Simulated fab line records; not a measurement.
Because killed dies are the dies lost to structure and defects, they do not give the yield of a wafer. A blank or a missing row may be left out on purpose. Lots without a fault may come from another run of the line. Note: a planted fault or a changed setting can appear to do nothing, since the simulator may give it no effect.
fab line records	flow n5Finfet
record: lots: 9	wafers: 27	lastDay: 18
route steps=1938 shown BEOL_M4@1111 BEOL_M10@1535 BEOL_M11@1553 PASSIVATION@1936
lots untouched by any fault: they come from a run of this same line in which no faults occurred
startH: start of the lot's first displayed wafer, in hours after the record's first day	waitH: hours since the lot's step before	" repeats the value in the row above	L1.1+2: a single row standing in for several wafers	- no value, or no start was given	* or withheld: withheld	< > ~ a bound
route shown NAME@n: names a module that has steps shown in the file, with the first one's number in the route	usual: mean and standard deviation over wafers with no fault	same: alike in all rows	chamber/n: place in a boat	sites: each site's reading	_std_site: the standard deviation of these	_edge_site: mean of outer sites minus mean of inner sites	radiusMm: for every site, how far away it sits from the centre of the wafer	mask NAME#n: copy n	behind: tool/chamber where the wafer was last shaped	hold: reason for holding the lot/hours on hold/outcome of the hold	device: whichever transistor did not switch (one of n, p or np)	end of line: tests of these same wafers at the route's end	step lacking rows: just its recipe	killed: the dies lost at the first sort to structure and to defects; this is not the yield of the wafer	map: the dies of a wafer, with x for killed, . for not killed, _ for no die there
set.NAME: the setting that was run; set.NAME@STEP: the one run at that earlier step	model.NAME: the simulator's own value behind a step, which no gauge read
a sample of lots followed through the steps of the route, with each step as a table and each wafer as a row
services: when a tool's chamber went out of use (startH, in hours from the record's first day, below 0 if earlier), for how many hours, and the reason
== steps ==
step: N5_BEOL_M4_RC_MEAS_101
usual: DIBL_N: 36.3/2	DIBL_P: 36.3/2.4	IOFF_N: 0.16/0.034	IOFF_P: 0.21/0.035	ION_N: 672/12	ION_P: 459/6.5	SS_N: 71.6/0.67	SS_P: 73.3/0.71	VT_N: 250/3.5	VT_P: -251/3
lot.wafer	tool	chamber	startH	waitH	DIBL_N[mV/V]	DIBL_P[mV/V]	IOFF_N[nA/um]	IOFF_P[nA/um]	ION_N[uA/um]	ION_P[uA/um]	SS_N[mV/dec]	SS_P[mV/dec]	VT_N[mV]	VT_P[mV]
L504.1	prober-02	0	168.43	0.0	35.2	33.4	0.12	0.18	658	453	71.4	72.0	252	-254
L504.4	"	0	"	"	37.8	36.8	0.17	0.23	676	464	71.9	73.4	248	-248
L504.6	"	0	"	"	35.8	34.4	0.14	0.19	672	459	71.5	72.6	252	-250
L506.3	prober-02	0	175.68	0.3	32.6	31.7	0.10	0.15	651	456	70.0	72.0	259	-256
L506.4	"	0	"	"	32.3	31.6	0.10	0.15	653	453	69.8	71.8	256	-253
L506.6	"	0	"	"	32.3	31.5	0.10	0.15	664	456	70.1	72.1	257	-254
L511.2	prober-02	0	219.97	0.2	31.6	31.6	0.11	0.16	650	451	71.4	72.7	258	-253
L511.4	"	0	"	"	33.2	33.4	0.13	0.18	660	457	70.7	72.2	252	-251
L511.6	"	0	"	"	33.5	34.0	0.14	0.20	668	458	71.6	73.1	251	-248
L513.1	prober-02	0	242.48	0.0	36.2	34.9	0.14	0.16	668	452	71.8	73.0	253	-257
L513.4	"	0	"	"	40.1	40.8	0.23	0.26	681	462	72.4	73.9	245	-251
L513.5	"	0	"	"	39.7	37.9	0.20	0.21	677	453	73.6	73.3	252	-252
L512.1	prober-02	0	253.69	0.0	36.3	35.8	0.16	0.24	670	465	72.2	72.4	252	-246
L512.2	"	0	"	"	34.7	33.7	0.13	0.20	658	463	71.6	72.2	251	-250
L512.6	"	0	"	"	33.9	32.3	0.11	0.17	627	450	72.0	72.4	259	-250
L516.1	prober-02	0	260.12	0.0	37.1	36.1	0.15	0.19	667	455	71.9	72.6	250	-252
L516.3	"	0	"	"	38.7	37.1	0.16	0.20	661	450	72.4	73.5	250	-251
L516.5	"	0	"	"	39.6	38.6	0.18	0.23	677	460	71.6	73.8	249	-248
L519.4	prober-01	0	286.85	0.5	33.0	33.7	0.12	0.18	658	457	71.0	72.3	253	-250
L519.5	"	0	"	"	36.1	36.9	0.17	0.23	656	454	71.5	73.2	250	-248
L519.6	"	0	"	"	35.6	36.2	0.15	0.22	669	455	71.2	73.1	250	-251
L526.2	prober-02	0	313.77	0.2	36.8	36.2	0.16	0.20	676	458	71.6	74.0	251	-249
L526.4	"	0	"	"	33.8	32.4	0.12	0.15	666	460	70.9	72.0	255	-256
L526.6	"	0	"	"	34.3	33.0	0.13	0.16	672	459	70.7	72.4	253	-252
L522.3	prober-02	0	319.02	0.3	37.0	38.8	0.20	0.25	682	462	71.8	74.3	247	-248
L522.5	"	0	"	"	34.8	34.8	0.15	0.19	666	454	71.2	74.1	249	-252
L522.6	"	0	"	"	38.7	38.5	0.24	0.24	676	458	72.4	74.0	244	-249
step: N5_BEOL_M10_INSPECT_58
recipe: inspectInstrument: darkfield	mode: postDep
usual: rawDefectCount: 71/22
lot.wafer	tool	chamber	startH	waitH	rawDefectCount
L504.1	defectInspect-02	-	227.26	0.0	71
L504.4	"	-	"	"	100
L504.6	"	-	"	"	88
L506.3	defectInspect-01	-	235.02	0.0	71
L506.4	"	-	"	"	62
L506.6	"	-	"	"	62
L511.2	defectInspect-01	-	275.33	0.0	87
L511.4	"	-	"	"	65
L511.6	"	-	"	"	91
L513.1	defectInspect-01	-	295.88	0.0	46
L513.4	"	-	"	"	55
L513.5	"	-	"	"	59
L512.1	defectInspect-02	-	304.95	0.0	50
L512.2	"	-	"	"	43
L512.6	"	-	"	"	56
L516.1	defectInspect-01	-	320.20	0.0	96
L516.3	"	-	"	"	62
L516.5	"	-	"	"	138
L519.4	defectInspect-01	-	340.97	0.0	49
L519.5	"	-	"	"	43
L519.6	"	-	"	"	55
L526.2	defectInspect-01	-	370.40	0.0	50
L526.4	"	-	"	"	41
L526.6	"	-	"	"	49
L522.3	defectInspect-01	-	370.92	0.0	44
L522.5	"	-	"	"	80
L522.6	"	-	"	"	56
step: N5_BEOL_M11_ETCH_61
recipe: chemistry: CF4	target: SiARC	targetDepthA: 390	maskMaterial: CAR-ArF	timeS: 65	ionEnergyEv: 80	pressureMtorr: 40	sourceW: 545	biasW: 36	Ar_flow_sccm: 100	cf4FlowSccm: 100	ends: cleared
usual: chamberPressureMTorr: 40.00/0.038	drypumpMotorCurrentA: 5.8/0.7	etchRfOnTimeS: 66.3/1.6	oesProductAu: 0.64/0.046	rfVppV: 183.8/1.1	showerheadPlenumPTorr: 2.12/0.052	throttleValvePct: 15.56/0.19
lot.wafer	tool	chamber	startH	waitH	chamberPressureMTorr	drypumpMotorCurrentA	etchRfOnTimeS	oesProductAu	rfHoursCounterH	rfVppV	showerheadPlenumPTorr	throttleValvePct
L504.1	rieDiel-01	1	229.25	0.0	39.96	4.9	67.2	0.59	210	184.2	2.04	15.71
L504.4	"	3	"	"	39.97	6.4	66.2	0.72	53	183.8	2.10	15.53
L504.6	"	0	"	"	40.01	5.6	63.2	0.68	-	184.7	2.17	15.78
L506.3	rieDiel-03	1	237.83	0.0	39.96	5.3	65.3	0.71	59	184.0	2.17	15.16
L506.4	"	2	"	"	40.01	6.7	65.0	0.64	188	184.2	2.04	15.74
L506.6	"	3	"	"	39.98	6.5	63.9	0.61	-	183.8	2.11	15.68
L511.2	rieDiel-03	2	279.35	0.0	39.99	6.6	64.5	0.63	201	182.8	2.04	15.76
L511.4	"	3	"	"	39.97	6.4	64.0	0.60	226	182.4	2.11	15.71
L511.6	"	3	"	"	40.00	6.5	64.0	0.61	-	183.5	2.11	15.70
L513.1	rieDiel-04	0	299.46	0.0	39.98	5.4	67.1	0.59	221	186.5	2.19	15.58
L513.4	"	1	"	"	39.98	4.7	65.2	0.61	192	186.2	2.21	15.51
L513.5	"	2	"	"	40.07	6.5	66.8	0.70	-	183.5	2.08	15.26
L512.1	rieDiel-01	1	308.14	0.0	40.00	4.9	68.0	0.57	232	182.2	2.03	15.74
L512.2	"	3	"	"	40.04	6.4	66.0	0.71	72	183.1	2.10	15.60
L512.6	"	3	"	"	39.98	6.4	66.1	0.70	-	182.9	2.10	15.58
L516.1	rieDiel-01	0	323.20	0.0	40.01	5.6	63.8	0.65	159	185.0	2.16	15.83
L516.3	"	2	"	"	40.09	5.2	68.2	0.58	203	184.7	2.13	15.49
L516.5	"	0	"	"	40.04	5.6	64.3	0.66	-	185.3	2.16	15.82
L519.4	rieDiel-01	2	343.10	0.0	40.02	5.2	67.4	0.58	209	184.0	2.13	15.49
L519.5	"	2	"	"	39.99	5.2	67.7	0.57	-	184.6	2.13	15.48
L519.6	"	3	"	"	39.89	6.4	65.3	0.69	-	183.2	2.09	15.61
L526.2	rieDiel-03	2	373.56	0.0	40.04	6.6	65.7	0.61	231	181.3	2.03	15.81
L526.4	"	0	"	"	40.04	6.4	68.9	0.63	-	184.7	2.13	15.46
L526.6	"	1	"	"	40.04	5.3	65.7	0.67	-	185.4	2.16	15.20
L522.3	rieDiel-03	1	373.92	0.0	40.00	5.3	65.4	0.66	99	183.9	2.16	15.23
L522.5	"	1	"	"	39.97	5.3	65.0	0.67	-	184.1	2.16	15.23
L522.6	"	0	"	"	39.96	6.4	69.0	0.63	-	184.4	2.13	15.48
step: N5_BEOL_M11_STRIP_19
recipe: chemistry: O2	powerW: 400	tempC: 40	pressureMtorr: 30	rfFrequencyHz: 6e+07	biasPowerW: 0	overashFraction: 0.2	o2FlowSccm: 225
usual: chamberPressureMTorr: 30.00/0.038	drypumpMotorCurrentA: 5.9/0.7	oesProductAu: 0.75/0.05	rfVppV: 3.7/0.55	showerheadPlenumPTorr: 2.08/0.057	throttleValvePct: 16.61/0.19
lot.wafer	tool	chamber	startH	waitH	chamberPressureMTorr	drypumpMotorCurrentA	oesProductAu	rfHoursCounterH	rfVppV	showerheadPlenumPTorr	throttleValvePct
L504.1	rieDiel-01	0	229.65	0.1	30.05	5.6	0.80	134	3.1	2.11	16.78
L504.4	"	1	"	"	30.06	4.9	0.70	210	3.7	1.98	16.72
L504.6	"	1	"	"	30.00	4.9	0.70	-	3.1	1.98	16.72
L506.3	rieDiel-03	3	238.17	0.1	30.05	6.4	0.72	217	5.4	2.05	16.62
L506.4	"	2	"	"	29.93	6.7	0.75	188	3.2	2.01	16.88
L506.6	"	2	"	"	29.98	6.6	0.75	-	3.7	2.01	16.87
L511.2	rieDiel-04	3	279.79	0.1	29.98	6.7	0.80	90	3.9	2.04	16.60
L511.4	"	2	"	"	30.03	6.5	0.85	45	3.4	2.06	16.46
L511.6	"	1	"	"	30.00	4.7	0.71	-	3.6	2.17	16.61
L513.1	rieDiel-04	0	299.81	0.1	30.01	5.4	0.70	221	4.8	2.17	16.71
L513.4	"	1	"	"	30.00	4.7	0.72	192	3.7	2.17	16.61
L513.5	"	0	"	"	29.97	5.4	0.69	-	4.6	2.17	16.70
L512.1	rieDiel-04	0	308.49	0.1	30.02	5.4	0.70	223	3.1	2.16	16.71
L512.2	"	2	"	"	30.06	6.5	0.84	52	4.3	2.06	16.49
L512.6	"	1	"	"	29.94	4.7	0.71	-	4.2	2.17	16.62
L516.1	rieDiel-03	0	323.55	0.1	30.00	6.4	0.77	129	3.6	2.10	16.52
L516.3	"	3	"	"	29.98	6.4	0.70	240	3.0	2.04	16.67
L516.5	"	2	"	"	29.96	6.6	0.73	-	3.1	2.01	16.92
L519.4	rieDiel-03	2	343.45	0.1	30.06	6.6	0.71	220	3.7	2.00	16.95
L519.5	"	2	"	"	29.94	6.6	0.71	-	3.2	2.00	16.93
L519.6	"	1	"	"	30.01	5.3	0.78	-	3.9	2.12	16.26
L526.2	rieDiel-01	0	373.97	0.1	29.98	5.6	0.74	173	3.2	2.10	16.86
L526.4	"	2	"	"	29.97	5.2	0.67	-	2.6	2.06	16.42
L526.6	"	3	"	"	29.99	6.4	0.80	-	4.1	2.04	16.65
L522.3	rieDiel-01	2	374.33	0.1	29.99	5.2	0.67	218	3.1	2.06	16.43
L522.5	"	0	"	"	29.97	5.6	0.75	-	3.5	2.10	16.87
L522.6	"	2	"	"	29.99	5.2	0.67	-	4.2	2.06	16.43
step: N5_BEOL_M11_COAT_63
recipe: resist: SOC	tempC: 250	timeS: 60	spinRpm: 1500	resistThkNm: 100
usual: spinSpeedRpm: 1500.1/1
lot.wafer	tool	chamber	startH	waitH	spinSpeedRpm
L504.1	lithoTrack-01	0	231.31	1.6	1497.9
L504.4	"	0	"	"	1500.7
L504.6	"	0	"	"	1498.1
L506.3	lithoTrack-01	0	240.83	2.6	1500.8
L506.4	"	0	"	"	1500.0
L506.6	"	0	"	"	1499.8
L511.2	lithoTrack-01	0	280.95	1.1	1550.6
L511.4	"	0	"	"	1550.2
L511.6	"	0	"	"	1551.3
L513.1	lithoTrack-02	0	301.50	1.6	1499.6
L513.4	"	0	"	"	1499.5
L513.5	"	0	"	"	1498.6
L512.1	lithoTrack-01	0	311.92	3.4	1550.1
L512.2	"	0	"	"	1551.1
L512.6	"	0	"	"	1550.1
L516.1	lithoTrack-02	0	325.00	1.4	1499.0
L516.3	"	0	"	"	1500.0
L516.5	"	0	"	"	1499.9
L519.4	lithoTrack-02	0	345.77	2.2	1499.5
L519.5	"	0	"	"	1499.3
L519.6	"	0	"	"	1499.6
L526.2	lithoTrack-02	0	374.08	0.0	1498.1
L526.4	"	0	"	"	1497.4
L526.6	"	0	"	"	1498.6
L522.3	lithoTrack-02	0	374.66	0.3	1499.4
L522.5	"	0	"	"	1499.1
L522.6	"	0	"	"	1498.5
step: N5_PASSIVATION_PROBE_49
usual: defectLimitedYield: 91.4/1.5	killed_at_M0_to_M3: 33/11	killed_at_M4_up: 14/5.3	killedAtContacts: 13/6.2	killedAtFrontEnd: 39/13	killedAtOther: 3.1/2.8	killedDies: 102/17	killedOnRim: 13/3.8	killedOpen: 68/13	killedShort: 32/7.8	sort_bin_4_leakage: 0.00/0.007	sort_bin_5_function: 5.1/0.95	sort_bin_6_memory: 3.2/0.7	sort_bin_8_speed: 0.02/0.16	sortNPass: 1078/18	sortYieldPct: 91.3/1.5
same: grossDies: 1180	killedAtBackSide: 0
lot.wafer	tool	chamber	startH	waitH	defectLimitedYield[%]	killed_at_M0_to_M3	killed_at_M4_up	killedAtContacts	killedAtFrontEnd	killedAtOther	killedDies	killedOnRim	killedOpen	killedShort	sort_bin_4_leakage[%]	sort_bin_5_function[%]	sort_bin_6_memory[%]	sort_bin_8_speed[%]	sortNPass	sortYieldPct[%]
L504.1	prober-01	-	274.47	0.0	94.7	20	12	8	20	3	63	5	35	27	0	3.1	2.1	0	1117	94.7
L504.4	prober-01	-	274.62	0.2	91.8	42	17	10	24	4	97	13	58	35	0	4.5	3.2	0	1083	91.8
L504.6	prober-01	-	274.72	0.3	91.3	36	12	16	33	6	103	12	62	37	0	5.1	3.0	0	1077	91.3
L511.2	prober-01	-	319.40	0.1	0.8	1105	14	7	44	1	1171	150	58	27	0	49.4	3.6	0	9	0.8
L511.4	prober-01	-	319.50	0.2	0.7	1101	11	17	42	1	1172	152	69	28	0	51.9	2.6	0	8	0.7
L511.6	prober-01	-	319.60	0.3	0.3	1122	16	9	28	1	1176	151	55	33	0	50.3	3.2	0	4	0.3
L512.1	prober-02	-	357.87	0.0	0	1094	7	19	58	2	1180	152	85	37	0	51.8	4.5	0	0	0
L512.2	prober-02	-	357.92	0.1	0	1112	8	7	53	0	1180	152	95	32	0	48.5	4.8	0	0	0
L512.6	prober-02	-	358.12	0.3	0.3	1104	15	17	36	5	1177	152	89	40	0	49.1	3.7	0.08	2	0.2
L516.1	prober-01	-	371.70	0.0	93.4	19	19	6	28	6	78	11	51	24	0	4.1	2.5	0	1102	93.4
L516.3	prober-01	-	371.80	0.1	90.8	35	22	5	45	1	108	15	70	36	0	5.5	3.4	0	1072	90.8
L516.5	prober-01	-	371.90	0.2	91.2	38	16	4	38	8	104	18	62	42	0	5.3	2.9	0	1076	91.2
L519.6	prober-02	-	388.88	0.3	90.3	38	12	16	47	1	114	15	77	37	0	5.7	3.6	0	1066	90.3
killed by level:class
L504.1 MOL_CONTACT_COAG:geometricParticle:open=5 BEOL_M0_SAQP:geometricParticle:short=5 BEOL_M4:geometricParticle:open=5 DUMMY_GATE:geometricParticle:open=4 STARTING-WAFER:geometricParticle:short=4 ILD0:geometricParticle:short=3 MOL_CONTACT_COAG:geometricParticle:short=3 BEOL_M0_SAQP:geometricParticle:open=3
L504.4 BEOL_M2:geometricParticle:open=11 MOL_CONTACT_COAG:geometricParticle:open=8 BEOL_M1:geometricParticle:short=7 BEOL_M0_SAQP:geometricParticle:short=6 BEOL_M1:geometricParticle:open=6 BEOL_M4:geometricParticle:open=6 GATE_CUT:geometricParticle:short=4 BEOL_M0_SAQP:geometricParticle:open=4
L504.6 MOL_CONTACT_COAG:geometricParticle:open=15 FIN_SAQP:geometricParticle:open=9 BEOL_M3:geometricParticle:open=7 BEOL_M0_SAQP:geometricParticle:short=6 BEOL_M1:geometricParticle:short=6 FIN_SAQP:geometricParticle:short=4 STI_FIN_REVEAL:geometricParticle:open=4 BEOL_M0:geometricParticle:open=4
L511.2 BEOL_M1:overlay=1085 FIN_SAQP:geometricParticle:open=12 FIN_SAQP:geometricParticle:short=10 BEOL_M4:geometricParticle:open=9 STI_FIN_REVEAL:geometricParticle:open=6 BEOL_M1:geometricParticle:open=6 MOL_CONTACT_COAG:geometricParticle:open=5 STARTING-WAFER:geometricParticle:open=5
L511.4 BEOL_M1:overlay=1072 FIN_SAQP:geometricParticle:open=15 MOL_CONTACT_COAG:geometricParticle:open=14 STI_FIN_REVEAL:geometricParticle:open=8 BEOL_M4:geometricParticle:open=8 FIN_SAQP:geometricParticle:short=6 BEOL_M0_SAQP:geometricParticle:open=6 BEOL_M0_SAQP:geometricParticle:short=6
L511.6 BEOL_M1:overlay=1088 BEOL_M0_SAQP:geometricParticle:short=14 BEOL_M0_SAQP:geometricParticle:open=10 STI_FIN_REVEAL:geometricParticle:open=8 MOL_CONTACT_COAG:geometricParticle:open=7 FIN_SAQP:geometricParticle:open=4 BEOL_M1:geometricParticle:open=4 BEOL_M2:geometricParticle:open=4
L512.1 BEOL_M1:overlay=1049 STI_FIN_REVEAL:geometricParticle:open=15 MOL_CONTACT_COAG:geometricParticle:open=14 BEOL_M0_SAQP:geometricParticle:open=12 BEOL_M3:geometricParticle:open=9 BEOL_M0_SAQP:geometricParticle:short=8 BEOL_M1:geometricParticle:open=8 FIN_SAQP:geometricParticle:short=7
L512.2 BEOL_M1:overlay=1052 STI_FIN_REVEAL:geometricParticle:open=29 BEOL_M1:geometricParticle:open=17 BEOL_M0_SAQP:geometricParticle:short=12 BEOL_M2:geometricParticle:open=12 BEOL_M0_SAQP:geometricParticle:open=11 STI_FIN_REVEAL:geometricParticle:short=5 MOL_CONTACT_COAG:geometricParticle:open=5
L512.6 BEOL_M1:overlay=1047 STI_FIN_REVEAL:geometricParticle:open=20 BEOL_M0_SAQP:geometricParticle:short=16 MOL_CONTACT_COAG:geometricParticle:open=13 BEOL_M4:geometricParticle:open=12 BEOL_M0_SAQP:geometricParticle:open=10 BEOL_M1:geometricParticle:open=7 BEOL_M3:geometricParticle:open=7
L516.1 BEOL_M4:geometricParticle:open=14 FIN_SAQP:geometricParticle:open=9 FIN_SAQP:geometricParticle:short=5 BEOL_M1:geometricParticle:short=5 MOL_CONTACT_COAG:geometricParticle:open=4 BEOL_M1:geometricParticle:open=4 BEOL_M0:geometricParticle:open=3 BEOL_M3:geometricParticle:open=3
L516.3 FIN_SAQP:geometricParticle:open=14 BEOL_M4:geometricParticle:open=13 FIN_SAQP:geometricParticle:short=11 BEOL_M2:geometricParticle:open=9 BEOL_M0_SAQP:geometricParticle:short=5 BEOL_M1:geometricParticle:open=5 BEOL_M3:geometricParticle:open=5 BEOL_M0_SAQP:geometricParticle:open=4
L516.5 BEOL_M4:geometricParticle:open=12 BEOL_M1:geometricParticle:open=11 BEOL_M0_SAQP:geometricParticle:open=8 FIN_SAQP:geometricParticle:open=6 GATE_CUT:geometricParticle:short=6 BEOL_M0_SAQP:geometricParticle:short=6 FIN_SAQP:geometricParticle:short=5 DUMMY_GATE:geometricParticle:open=5
L519.6 MOL_CONTACT_COAG:geometricParticle:open=13 DUMMY_GATE:geometricParticle:open=10 BEOL_M4:geometricParticle:open=10 BEOL_M0_SAQP:geometricParticle:short=10 BEOL_M2:geometricParticle:open=9 FIN_SAQP:geometricParticle:short=8 FIN_SAQP:geometricParticle:open=7 BEOL_M0_SAQP:geometricParticle:open=7
== services ==
tool	chamber	startH	hours	kind
rieDiel-01	3	233.71	4.6	repair
rieDiel-03	-	247.81	0.9	repair
rieDiel-03	1	292.57	11.4	repair
rieDiel-04	-	307.34	1.1	repair
rieDiel-03	3	329.30	4.3	repair
rieDiel-04	3	332.64	7.5	repair
rieDiel-04	0	334.08	6.7	repair
rieDiel-03	3	348.00	1.3	repair
rieDiel-03	3	361.07	-	clean
rieDiel-03	3	361.07	-	consumableReplace:focusRing
rieDiel-03	3	361.07	29.4	scheduledDown
rieDiel-03	3	361.07	29.4	ventCycle
rieDiel-01	1	372.75	-	clean
rieDiel-01	1	372.75	-	consumableReplace:focusRing
rieDiel-01	1	372.75	-	consumableReplace:showerhead
rieDiel-01	1	372.75	22.7	scheduledDown
rieDiel-01	1	372.75	22.7	ventCycle
== key ==
firstSign: step: N5_BEOL_M11_COAT_63	reading: spinSpeedRpm	direction: up	sigmas: 50	usual: *	struck: *
effect none on later readings
metAt N5_BEOL_M11_COAT_63
struckLots L511,L512
notActingAt N5_BEOL_M10_INSPECT_58,N5_BEOL_M11_ETCH_61,N5_BEOL_M11_STRIP_19
onsetBetween 240.83 280.95
earlierFault: kind: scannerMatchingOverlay	tool: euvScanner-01	chamber: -	onsetH: 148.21	steps: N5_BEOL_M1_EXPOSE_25	offset: 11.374
fault: kind: processParameterDrift	tool: lithoTrack-01	chamber: -	onsetH: 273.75	steps: N5_BEOL_M11_COAT_63	channel: spinRpm	offset: *	shape: step	actsIn: *	stated: *
